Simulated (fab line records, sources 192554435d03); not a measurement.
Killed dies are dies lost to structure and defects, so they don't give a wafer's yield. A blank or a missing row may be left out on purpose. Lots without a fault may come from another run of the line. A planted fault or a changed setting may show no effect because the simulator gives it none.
Which tool did it? | flow n5_finfet | 9 lots, 27 wafers sampled, at 5 steps of a route of 1938

WHAT THE GAUGES READ, wafer by wafer
N5_BEOL_M4_RC_MEAS_101. Usual: DIBL_N 37.1 mV/V, standard deviation 1.8; DIBL_P 37.2 mV/V, standard deviation 2.1; IOFF_N 0.17 nA/um, standard deviation 0.033; IOFF_P 0.22 nA/um, standard deviation 0.037; ION_N 680 uA/um, standard deviation 11; ION_P 464 uA/um, standard deviation 7.7; SS_N 71.7 mV/dec, standard deviation 0.63; SS_P 73.6 mV/dec, standard deviation 0.67; VT_N 248.9 mV, standard deviation 2.9; VT_P -251 mV, standard deviation 3.6.
lot  | measured     | on        | DIBL_N (mV/V)  | DIBL_P (mV/V)  | IOFF_N (nA/um) | IOFF_P (nA/um) | ION_N (uA/um) | ION_P (uA/um) | SS_N (mV/dec)  | SS_P (mV/dec)  | VT_N (mV)         | VT_P (mV)      | flag
L502 | day 9 01:41  | prober-02 | 37.2 34.4 36.1 | 37.9 34.7 36.9 | 0.19 0.15 0.16 | 0.27 0.20 0.24 | 674 675 679   | 466 464 473   | 71.7 72.2 72.1 | 73.9 72.8 74.3 | 244.5 250.0 250.0 | -245 -248 -245 |
L504 | day 8 22:56  | prober-02 | 38.7 35.8 34.1 | 40.6 36.7 33.8 | 0.22 0.14 0.12 | 0.26 0.18 0.15 | 701 676 667   | 473 455 454   | 72.0 71.4 71.0 | 74.6 73.2 72.5 | 242.9 251.4 251.3 | -248 -256 -256 |
L505 | day 9 10:14  | prober-02 | 36.0 37.9 35.0 | 36.5 39.2 35.4 | 0.17 0.21 0.15 | 0.24 0.29 0.21 | 691 684 684   | 468 471 469   | 71.0 71.7 70.8 | 73.2 74.4 73.2 | 248.1 245.2 249.1 | -247 -246 -249 |
L506 | day 10 00:26 | prober-02 | 37.3 39.4 37.5 | 37.8 38.5 36.9 | 0.18 0.21 0.18 | 0.23 0.24 0.22 | 690 693 689   | 467 462 468   | 71.9 72.3 71.6 | 74.0 74.5 73.8 | 246.8 245.6 246.4 | -249 -248 -249 |
L514 | day 12 19:37 | prober-02 | 38.4 40.1 35.5 | 37.8 40.3 35.3 | 0.18 0.21 0.12 | 0.22 0.27 0.19 | 676 688 671   | 461 474 467   | 70.8 71.5 70.7 | 73.7 74.3 73.8 | 247.8 247.0 252.9 | -251 -247 -252 |
L516 | day 12 17:54 | prober-02 | 38.3 40.4 36.9 | 39.1 40.5 39.4 | 0.20 0.23 0.18 | 0.21 0.25 0.22 | 682 686 683   | 458 463 467   | 72.4 72.7 71.5 | 73.3 74.5 73.8 | 247.9 246.6 246.6 | -251 -248 -250 |
L517 | day 12 17:26 | prober-01 | 39.9 40.3 36.9 | 40.1 41.7 36.5 | 0.23 0.24 0.15 | 0.24 0.26 0.17 | 699 691 674   | 466 465 457   | 72.2 72.6 72.1 | 73.9 74.3 73.3 | 243.1 245.7 249.0 | -252 -249 -257 |
L523 | day 14 10:52 | prober-02 | 39.5 40.7 37.4 | 39.0 38.9 35.8 | 0.18 0.21 0.16 | 0.24 0.24 0.20 | 664 678 680   | 463 461 461   | 71.9 73.2 71.3 | 73.9 74.5 73.8 | 249.3 247.9 250.8 | -248 -247 -250 |
L524 | day 14 13:47 | prober-02 | 40.8 35.2 37.1 | 40.8 34.0 36.9 | 0.27 0.13 0.18 | 0.34 0.20 0.25 | 703 677 679   | 477 463 467   | 73.1 72.0 71.7 | 74.0 72.0 73.6 | 242.1 251.3 248.0 | -241 -248 -244 |

WHICH TOOL RAN EACH LOT (tool, then ch and the chambers of the sampled wafers, then the start)
lot  | N5_DUMMY_GATE_ETCH_32           | N5_DUMMY_GATE_ETCH_44           | N5_DUMMY_GATE_STRIP_48            | N5_SD_EPI_N_COAT_32
L502 | rie_si-05 ch 0,2, day 3 16:52   | rie_si-05 ch 0,2, day 3 16:58   | rie_diel-02 ch 1,2, day 3 17:16   | litho_track-02 ch 0, day 3 18:05
L504 | rie_si-02 ch 0,1, day 3 22:54   | rie_si-02 ch 0,1, day 3 22:59   | rie_diel-04 ch 0,1, day 3 23:12   | litho_track-02 ch 0, day 4 00:02
L505 | rie_si-02 ch 0,1,3, day 4 02:55 | rie_si-02 ch 0,1,3, day 4 03:01 | rie_diel-04 ch 1,2, day 4 03:19   | litho_track-03 ch 0, day 4 04:08
L506 | rie_si-02 ch 0,1,3, day 4 04:41 | rie_si-02 ch 0,1,3, day 4 04:46 | rie_diel-02 ch 1,3, day 4 05:07   | litho_track-02 ch 0, day 4 06:03
L514 | rie_si-03 ch 0,1, day 6 11:50   | rie_si-03 ch 0,1, day 6 11:55   | rie_diel-02 ch 0,3, day 6 12:13   | litho_track-02 ch 0, day 6 13:04
L516 | rie_si-03 ch 0,1,3, day 6 20:22 | rie_si-03 ch 0,1,3, day 6 20:27 | rie_diel-02 ch 0,1,2, day 6 20:39 | litho_track-02 ch 0, day 6 21:29
L517 | rie_si-03 ch 1,2,3, day 6 22:21 | rie_si-03 ch 1,2,3, day 6 22:26 | rie_diel-06 ch 0,3, day 6 22:40   | litho_track-02 ch 0, day 6 23:29
L523 | rie_si-03 ch 1,2,3, day 8 10:31 | rie_si-03 ch 1,2,3, day 8 10:36 | rie_diel-02 ch 0,1,2, day 8 10:48 | litho_track-03 ch 0, day 8 12:15
L524 | rie_si-03 ch 0,3, day 8 19:17   | rie_si-03 ch 0,3, day 8 19:22   | rie_diel-02 ch 0,3, day 8 19:34   | litho_track-03 ch 0, day 8 20:24
- N5_DUMMY_GATE_ETCH_32: etches SiO2 in CF4, target depth 3.5 nm, time 3.9 s.
- N5_DUMMY_GATE_ETCH_44: etches poly-Si in HBr/O2, stops on SiO2, target depth 127.5 nm.
- N5_DUMMY_GATE_STRIP_48: strips in N2/H2, time 20 s.
- N5_SD_EPI_N_COAT_32: time 60 s, resist thk 350 nm.

WHAT THE TOOLS THEMSELVES READ (means of the sampled wafers that have a number; where no wafer has one, the mark that the record gives instead)
N5_DUMMY_GATE_ETCH_32. Usual: drypump_motor_current_A 5.5 A, standard deviation 0.46; oes_product_au 1.005 a.u., standard deviation 0.016; throttle_valve_pct 21.82 %, standard deviation 0.25.
lot  | tool      | drypump_motor_current_A (A) | oes_product_au (a.u.) | throttle_valve_pct (%) | flag
L502 | rie_si-05 | 5.0                         | 1.014                 | 21.58                  |
L504 | rie_si-02 | 5.4                         | 1.000                 | 21.82                  |
L505 | rie_si-02 | 5.6                         | 1.017                 | 21.79                  |
L506 | rie_si-02 | 5.5                         | 1.003                 | 21.78                  |
L514 | rie_si-03 | 5.7                         | 1.000                 | 21.84                  |
L516 | rie_si-03 | 5.8                         | 1.003                 | 21.80                  |
L517 | rie_si-03 | 5.9                         | 1.000                 | 21.87                  |
L523 | rie_si-03 | 5.8                         | 1.000                 | 21.86                  |
L524 | rie_si-03 | 6.1                         | 1.010                 | 21.70                  |

N5_DUMMY_GATE_ETCH_44. Usual: drypump_motor_current_A 5.5 A, standard deviation 0.45; oes_product_au 0.727 a.u., standard deviation 0.0086; throttle_valve_pct 18.48 %, standard deviation 0.19.
lot  | tool      | drypump_motor_current_A (A) | oes_product_au (a.u.) | throttle_valve_pct (%) | flag
L502 | rie_si-05 | 5.0                         | 0.719                 | 18.29                  |
L504 | rie_si-02 | 5.4                         | 0.734                 | 18.48                  |
L505 | rie_si-02 | 5.6                         | 0.733                 | 18.42                  |
L506 | rie_si-02 | 5.6                         | 0.726                 | 18.43                  |
L514 | rie_si-03 | 5.7                         | 0.737                 | 18.61                  |
L516 | rie_si-03 | 5.8                         | 0.732                 | 18.52                  |
L517 | rie_si-03 | 5.8                         | 0.737                 | 18.54                  |
L523 | rie_si-03 | 5.8                         | 0.720                 | 18.52                  |
L524 | rie_si-03 | 6.0                         | 0.736                 | 18.36                  |

N5_DUMMY_GATE_STRIP_48. Usual: bias_power_w 3.000 W, standard deviation 0.0089; drypump_motor_current_A 5.9 A, standard deviation 0.38; oes_product_au 0.79 a.u., standard deviation 0.1; rf_vpp_V 45.4 V, standard deviation 0.82; showerhead_plenum_p_Torr 3.36 Torr, standard deviation 0.11; throttle_valve_pct 12.28 %, standard deviation 0.28.
lot  | tool        | bias_power_w (W) | drypump_motor_current_A (A) | oes_product_au (a.u.) | rf_vpp_V (V) | showerhead_plenum_p_Torr (Torr) | throttle_valve_pct (%) | flag
L502 | rie_diel-02 | 3.004            | 5.4                         | 0.71                  | 45.4         | 3.44                            | 12.56                  |
L504 | rie_diel-04 | 2.997            | 6.1                         | 0.70                  | 45.1         | 3.27                            | 12.51                  |
L505 | rie_diel-04 | 3.008            | 5.6                         | 0.72                  | 45.5         | 3.42                            | 12.39                  |
L506 | rie_diel-02 | 3.007            | 5.9                         | 0.84                  | 45.4         | 3.42                            | 12.26                  |
L514 | rie_diel-02 | 2.996            | 6.1                         | 0.86                  | 45.3         | 3.37                            | 12.16                  |
L516 | rie_diel-02 | 3.005            | 5.9                         | 0.81                  | 45.7         | 3.34                            | 12.31                  |
L517 | rie_diel-06 | 3.013            | 5.9                         | 0.88                  | 45.5         | 3.35                            | 12.17                  |
L523 | rie_diel-02 | 3.002            | 5.9                         | 0.80                  | 45.7         | 3.34                            | 12.34                  |
L524 | rie_diel-02 | 2.998            | 6.1                         | 0.83                  | 45.2         | 3.36                            | 12.20                  |

N5_SD_EPI_N_COAT_32. Usual: heater_power_total_W 500.6 W, standard deviation 1.8; run_length_s 66.01 s, standard deviation 0.13.
lot  | tool           | heater_power_total_W (W) | run_length_s (s) | flag
L502 | litho_track-02 | 498.0                    | 65.91            |
L504 | litho_track-02 | 499.2                    | 65.91            |
L505 | litho_track-03 | 500.7                    | 66.06            |
L506 | litho_track-02 | 499.7                    | 66.03            |
L514 | litho_track-02 | 501.3                    | 66.05            |
L516 | litho_track-02 | 532.3                    | 60.30            | OFF
L517 | litho_track-02 | 515.2                    | 63.03            | OFF
L523 | litho_track-03 | 500.5                    | 66.04            |
L524 | litho_track-03 | 501.1                    | 66.08            |

THE ANSWER, worked out from the rows above alone
Rule: a lot is off if the mean of its wafers that have a number lies more than 3 standard deviations from the usual mean. A lot without any number at a reading at which 4 lots or more have one is off too. The other lots that the step has rows for count as sound. The gauges are gone through in route order, then the tools' own readings, and for those a lot's mean is taken as printed above. The first step at which some lot is off is used, and at that step the reading that is off furthest; a lot without a number counts as furthest.
Off: L516, L517, at N5_SD_EPI_N_COAT_32 (run_length_s).
A tool fits if, at that step or a process step before it, it ran every lot that is off, and no sound lot after the first of them. One fits: litho_track-02 at N5_SD_EPI_N_COAT_32. Its last sound lot is L514 (day 6 13:04), its first lot that is off L516 (day 6 21:29): a fault that began between those two fits.
The tool's own readings at N5_SD_EPI_N_COAT_32 bear it out: on the lots that are off they differ by more than 5 times the standard deviation of the sound lots' means. heater_power_total_W reads 523.8 W there against 500.1 W on the sound lots; run_length_s reads 61.66 s there against 66.01 s on the sound lots.

WHAT THE SIMULATOR HAD PUT IN
Process parameter drift: litho_track-02, from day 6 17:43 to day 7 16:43, at N5_SD_EPI_N_COAT_32. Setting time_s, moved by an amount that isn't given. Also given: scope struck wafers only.
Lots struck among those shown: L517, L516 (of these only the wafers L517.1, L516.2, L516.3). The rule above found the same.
